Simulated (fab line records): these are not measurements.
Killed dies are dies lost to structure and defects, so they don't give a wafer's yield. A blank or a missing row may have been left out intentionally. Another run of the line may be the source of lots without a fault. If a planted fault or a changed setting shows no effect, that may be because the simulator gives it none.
Which tool did it? | flow n5_finfet | 72 wafers from 24 lots sampled at 5 of the route's 1938 steps

== WHAT EACH GAUGE READ, for each wafer ==
N5_GATE_CUT_INSPECT_15: inspects for defects (brightfield). Usual: raw_defect_count at 142, with a standard deviation of 44.
lot  | measured     | on                | raw_defect_count | flag
L075 | day 4 21:42  | defect_inspect-01 | 92 110 126       |
L074 | day 5 00:48  | defect_inspect-01 | 136 162 180      |
L076 | day 5 01:49  | defect_inspect-01 | 166 128 223      |
L077 | day 5 08:10  | defect_inspect-02 | 155 173 140      |
L078 | day 5 17:19  | defect_inspect-01 | 133 145 250      |
L079 | day 5 19:38  | defect_inspect-01 | 179 111 74       |
L080 | day 6 02:55  | defect_inspect-01 | 109 140 105      |
L081 | day 6 08:19  | defect_inspect-02 | 107 61 82        |
L082 | day 6 15:48  | defect_inspect-02 | 162 125 153      |
L083 | day 6 22:37  | defect_inspect-02 | 186 126 216      |
L084 | day 7 02:47  | defect_inspect-02 | 174 193 101      |
L085 | day 7 09:46  | defect_inspect-02 | 163 174 159      |
L086 | day 7 18:02  | defect_inspect-01 | 95 101 65        |
L087 | day 8 01:00  | defect_inspect-02 | 155 106 169      |
L088 | day 8 03:08  | defect_inspect-01 | 140 144 124      |
L089 | day 8 06:01  | defect_inspect-01 | 112 95 141       |
L090 | day 8 12:44  | defect_inspect-02 | 301 141 331      |
L091 | day 8 22:14  | defect_inspect-01 | 107 121 97       |
L092 | day 9 00:25  | defect_inspect-02 | 147 137 106      |
L093 | day 9 08:17  | defect_inspect-01 | 142 161 186      |
L094 | day 9 14:14  | defect_inspect-01 | 109 87 127       |
L095 | day 9 17:02  | defect_inspect-01 | 95 104 114       |
L096 | day 9 23:27  | defect_inspect-02 | 159 131 146      |
L097 | day 10 10:48 | defect_inspect-01 | 95 124 149       |

N5_GATE_CUT_THK_MEAS_24. Usual: for GC_FILL_THK the level is 219.7 nm and the standard deviation is 2.1.
lot  | measured     | on            | GC_FILL_THK (nm)  | flag
L075 | day 5 02:50  | film_metro-01 | 221.5 219.8 221.2 |
L074 | day 5 04:17  | film_metro-02 | 219.1 220.7 220.3 |
L076 | day 5 05:32  | film_metro-01 | 219.9 219.3 220.3 |
L077 | day 5 11:29  | film_metro-02 | 217.1 221.0 218.0 |
L078 | day 5 19:59  | film_metro-01 | 221.9 222.7 225.5 |
L079 | day 5 22:20  | film_metro-02 | 217.9 220.4 219.2 |
L080 | day 6 05:57  | film_metro-01 | 215.8 220.4 218.6 |
L081 | day 6 11:25  | film_metro-01 | 219.1 223.8 222.2 |
L082 | day 6 18:44  | film_metro-02 | 220.3 215.6 220.5 |
L083 | day 7 01:16  | film_metro-01 | 218.2 220.9 216.4 |
L084 | day 7 05:32  | film_metro-01 | 218.2 221.5 221.5 |
L085 | day 7 12:26  | film_metro-01 | 221.1 218.8 222.4 |
L086 | day 7 20:41  | film_metro-02 | 217.4 219.9 220.2 |
L087 | day 8 03:42  | film_metro-01 | 218.0 217.3 220.0 |
L088 | day 8 06:02  | film_metro-01 | 218.5 220.7 222.5 |
L089 | day 8 08:43  | film_metro-02 | 220.4 220.8 219.4 |
L090 | day 8 15:55  | film_metro-02 | 221.6 219.2 220.8 |
L091 | day 9 01:26  | film_metro-01 | 217.8 216.7 218.9 |
L092 | day 9 03:04  | film_metro-02 | 219.1 219.7 220.7 |
L093 | day 9 10:56  | film_metro-01 | 218.4 219.4 221.4 |
L094 | day 9 16:54  | film_metro-02 | 216.2 221.8 220.1 |
L095 | day 9 20:41  | film_metro-01 | 218.2 219.7 222.0 |
L096 | day 10 02:26 | film_metro-02 | 219.4 219.0 220.6 |
L097 | day 10 13:44 | film_metro-01 | 217.8 220.8 222.7 |

== TOOL THAT RAN EACH LOT (tool first, then ch and the chambers of the sampled wafers, then the start) ==
lot  | N5_GATE_CUT_STRIP_21                 | N5_GATE_CUT_ALD_22               | N5_GATE_CUT_CMP_23
L075 | plasma_asher-01 ch 0,1, day 4 22:25  | ald_sin-02 ch 2,3, day 5 00:50   | cmp-03 ch 1,2,3, day 5 02:37
L074 | plasma_asher-02 ch 0,1, day 5 01:49  | ald_sin-01 ch 1,2,3, day 5 02:30 | cmp-03 ch 0,1,3, day 5 04:04
L076 | plasma_asher-01 ch 0,1, day 5 03:04  | ald_sin-03 ch 0,1,2, day 5 04:29 | cmp-02 ch 0,1, day 5 05:17
L077 | plasma_asher-02 ch 0,1, day 5 09:17  | ald_sin-03 ch 0,1, day 5 09:43   | cmp-03 ch 2,3, day 5 11:14
L078 | plasma_asher-01 ch 0,1, day 5 18:03  | ald_sin-03 ch 1,3, day 5 18:11   | cmp-04 ch 1,2,3, day 5 19:46
L079 | plasma_asher-01 ch 0,1, day 5 20:23  | ald_sin-01 ch 0,1,3, day 5 20:33 | cmp-03 ch 1,2,3, day 5 22:04
L080 | plasma_asher-01 ch 0,1, day 6 04:01  | ald_sin-02 ch 0,1,3, day 6 04:10 | cmp-04 ch 0,2,3, day 6 05:46
L081 | plasma_asher-02 ch 0,1, day 6 09:08  | ald_sin-01 ch 2,3, day 6 09:34   | cmp-02 ch 1,2,3, day 6 11:12
L082 | plasma_asher-01 ch 0,1, day 6 16:37  | ald_sin-02 ch 0,2,3, day 6 16:57 | cmp-04 ch 1,2,3, day 6 18:26
L083 | plasma_asher-02 ch 0,1, day 6 23:21  | ald_sin-02 ch 1,2, day 6 23:29   | cmp-04 ch 0,1, day 7 00:58
L084 | plasma_asher-02 ch 0,1, day 7 03:35  | ald_sin-02 ch 1,2,3, day 7 03:44 | cmp-04 ch 1,3, day 7 05:14
L085 | plasma_asher-01 ch 0,1, day 7 10:29  | ald_sin-02 ch 0,1,3, day 7 10:39 | cmp-04 ch 1,2,3, day 7 12:08
L086 | plasma_asher-02 ch 0,1, day 7 18:46  | ald_sin-01 ch 0,1,3, day 7 18:55 | cmp-02 ch 0,2,3, day 7 20:31
L087 | plasma_asher-01 ch 1, day 8 01:46    | ald_sin-01 ch 0,2, day 8 01:55   | cmp-04 ch 0,2,3, day 8 03:25
L088 | plasma_asher-01 ch 0,1, day 8 04:05  | ald_sin-01 ch 0,3, day 8 04:15   | cmp-02 ch 2,3, day 8 05:46
L089 | plasma_asher-01 ch 0,1, day 8 06:44  | ald_sin-01 ch 0,3, day 8 06:56   | cmp-02 ch 0,1,3, day 8 08:29
L090 | plasma_asher-01 ch 0,1, day 8 13:27  | ald_sin-01 ch 1,2,3, day 8 14:08 | cmp-04 ch 1,2,3, day 8 15:37
L091 | plasma_asher-01 ch 0,1, day 8 22:59  | ald_sin-02 ch 0,1,3, day 8 23:39 | cmp-04 ch 1,2,3, day 9 01:08
L092 | plasma_asher-02 ch 0,1, day 9 01:08  | ald_sin-02 ch 0,2,3, day 9 01:17 | cmp-04 ch 0,3, day 9 02:47
L093 | plasma_asher-01 ch 0,1, day 9 08:59  | ald_sin-01 ch 0,2,3, day 9 09:09 | cmp-02 ch 0,1,3, day 9 10:40
L094 | plasma_asher-02 ch 0,1, day 9 14:58  | ald_sin-03 ch 0,1,2, day 9 15:07 | cmp-02 ch 0,3, day 9 16:38
L095 | plasma_asher-02 ch 0,1, day 9 18:41  | ald_sin-02 ch 0,3, day 9 18:54   | cmp-04 ch 0,1,2, day 9 20:30
L096 | plasma_asher-01 ch 0,1, day 10 00:30 | ald_sin-03 ch 1,3, day 10 00:39  | cmp-03 ch 0,1,2, day 10 02:08
L097 | plasma_asher-01 ch 0,1, day 10 11:47 | ald_sin-02 ch 0,3, day 10 11:56  | cmp-02 ch 1,2, day 10 13:26
- N5_GATE_CUT_STRIP_21: strips in N2/H2, time 30 s.
- N5_GATE_CUT_ALD_22: deposits SiNx, target thk 16 nm, pulse time 1 s, ald cycles 320.
- N5_GATE_CUT_CMP_23: polishes, stops on SiO2, t overpolish 23.4 s, target thk 16 nm.

== WHAT THE TOOLS THEMSELVES READ (means of the sampled wafers that have a number; where no wafer has one, the mark that the record gives instead) ==
N5_GATE_CUT_STRIP_21. Usual: drypump_motor_current_A 5.98 A, standard deviation 0.24; heater_power_w 364 W, standard deviation 23.
lot  | tool            | drypump_motor_current_A (A) | heater_power_w (W) | flag
L075 | plasma_asher-01 | 5.82                        | 373                |
L074 | plasma_asher-02 | 6.29                        | 357                |
L076 | plasma_asher-01 | 5.85                        | 379                |
L077 | plasma_asher-02 | 6.19                        | 342                |
L078 | plasma_asher-01 | 5.79                        | 372                |
L079 | plasma_asher-01 | 5.78                        | 376                |
L080 | plasma_asher-01 | 5.81                        | 372                |
L081 | plasma_asher-02 | 6.29                        | 357                |
L082 | plasma_asher-01 | 5.84                        | 376                |
L083 | plasma_asher-02 | 6.19                        | 341                |
L084 | plasma_asher-02 | 6.20                        | 337                |
L085 | plasma_asher-01 | 5.84                        | 372                |
L086 | plasma_asher-02 | 6.29                        | 352                |
L087 | plasma_asher-01 | 5.91                        | 375                |
L088 | plasma_asher-01 | 5.80                        | 380                |
L089 | plasma_asher-01 | 5.78                        | 376                |
L090 | plasma_asher-01 | 5.77                        | 378                |
L091 | plasma_asher-01 | 5.85                        | 373                |
L092 | plasma_asher-02 | 6.20                        | 335                |
L093 | plasma_asher-01 | 5.86                        | 369                |
L094 | plasma_asher-02 | 6.20                        | 338                |
L095 | plasma_asher-02 | 6.29                        | 352                |
L096 | plasma_asher-01 | 5.88                        | 378                |
L097 | plasma_asher-01 | 5.78                        | 376                |

N5_GATE_CUT_ALD_22. Usual: heater_power_w 879 W, standard deviation 72; precursor_pulse_height_rel 1.001, standard deviation 0.02.
lot  | tool       | heater_power_w (W) | precursor_pulse_height_rel | flag
L075 | ald_sin-02 | 926                | 0.991                      |
L074 | ald_sin-01 | 854                | 1.001                      |
L076 | ald_sin-03 | 801                | 0.989                      |
L077 | ald_sin-03 | 790                | 1.005                      |
L078 | ald_sin-03 | 753                | 1.014                      |
L079 | ald_sin-01 | 867                | 1.001                      |
L080 | ald_sin-02 | 907                | 0.986                      |
L081 | ald_sin-01 | 863                | 1.013                      |
L082 | ald_sin-02 | 939                | 1.013                      |
L083 | ald_sin-02 | 880                | 0.994                      |
L084 | ald_sin-02 | 895                | 1.013                      |
L085 | ald_sin-02 | 925                | 1.004                      |
L086 | ald_sin-01 | 871                | 0.977                      |
L087 | ald_sin-01 | 956                | 1.011                      |
L088 | ald_sin-01 | 937                | 0.994                      |
L089 | ald_sin-01 | 916                | 1.003                      |
L090 | ald_sin-01 | 843                | 0.995                      |
L091 | ald_sin-02 | 915                | 1.001                      |
L092 | ald_sin-02 | 948                | 1.001                      |
L093 | ald_sin-01 | 893                | 1.015                      |
L094 | ald_sin-03 | 796                | 0.997                      |
L095 | ald_sin-02 | 955                | 1.012                      |
L096 | ald_sin-03 | 773                | 0.994                      |
L097 | ald_sin-02 | 971                | 1.017                      |

N5_GATE_CUT_CMP_23. Usual: head_pressure_psi 2.500 psi, standard deviation 0.0058; motor_current_A 9.2 A, standard deviation 1; overpolish_run_s 23.401 s, standard deviation 0.0096; time_to_endpoint_s 17.2 s, standard deviation 2.7.
lot  | tool   | head_pressure_psi (psi) | motor_current_A (A) | overpolish_run_s (s) | time_to_endpoint_s (s) | flag
L075 | cmp-03 | 2.501                   | 8.9                 | 23.397               | 18.5                   |
L074 | cmp-03 | 2.497                   | 8.7                 | 23.396               | 16.0                   |
L076 | cmp-02 | 2.505                   | 10.5                | 23.395               | 18.3                   |
L077 | cmp-03 | 2.499                   | 9.1                 | 23.399               | 15.2                   |
L078 | cmp-04 | 2.501                   | 9.1                 | 23.409               | 17.4                   |
L079 | cmp-03 | 2.496                   | 8.5                 | 23.393               | 18.2                   |
L080 | cmp-04 | 2.497                   | 9.1                 | 23.400               | 17.5                   |
L081 | cmp-02 | 2.500                   | 9.5                 | 23.399               | 14.3                   |
L082 | cmp-04 | 2.502                   | 8.7                 | 23.393               | 17.4                   |
L083 | cmp-04 | 2.503                   | 9.2                 | 23.405               | 18.9                   |
L084 | cmp-04 | 2.503                   | 9.9                 | 23.404               | 14.5                   |
L085 | cmp-04 | 2.500                   | 8.9                 | 23.396               | 16.6                   |
L086 | cmp-02 | 2.499                   | 8.9                 | 23.399               | 18.1                   |
L087 | cmp-04 | 2.498                   | 9.6                 | 23.400               | 17.7                   |
L088 | cmp-02 | 2.509                   | 8.1                 | 23.405               | 17.6                   |
L089 | cmp-02 | 2.498                   | 9.9                 | 23.402               | 15.0                   |
L090 | cmp-04 | 2.496                   | 9.1                 | 23.397               | 15.5                   |
L091 | cmp-04 | 2.498                   | 8.8                 | 23.405               | 18.7                   |
L092 | cmp-04 | 2.502                   | 10.2                | 23.411               | 16.7                   |
L093 | cmp-02 | 2.502                   | 9.9                 | 23.401               | 17.0                   |
L094 | cmp-02 | 2.492                   | 9.5                 | 23.402               | 15.7                   |
L095 | cmp-04 | 2.504                   | 8.7                 | 23.403               | 20.0                   |
L096 | cmp-03 | 2.497                   | 8.9                 | 23.402               | 14.6                   |
L097 | cmp-02 | 2.506                   | 9.8                 | 23.401               | 19.6                   |

== THE ANSWER, worked out from the rows above alone ==
Rule: lot off if the mean of its wafers having a number is beyond 3 standard deviations from the usual mean. A lot without any number at a reading at which 4 lots or more have one is off too. Where the step has rows for the other lots, those lots are counted as sound. After the gauges, taken in route order, come the tools' own readings; for these a lot's mean is taken, as printed above. At the first step where some lot is off, the reading lying furthest off is the one used; lots without a number count as furthest.
Across all readings shown, no lot is off: no conclusion can be drawn from this.

== WHAT THE SIMULATOR HAD PUT IN ==
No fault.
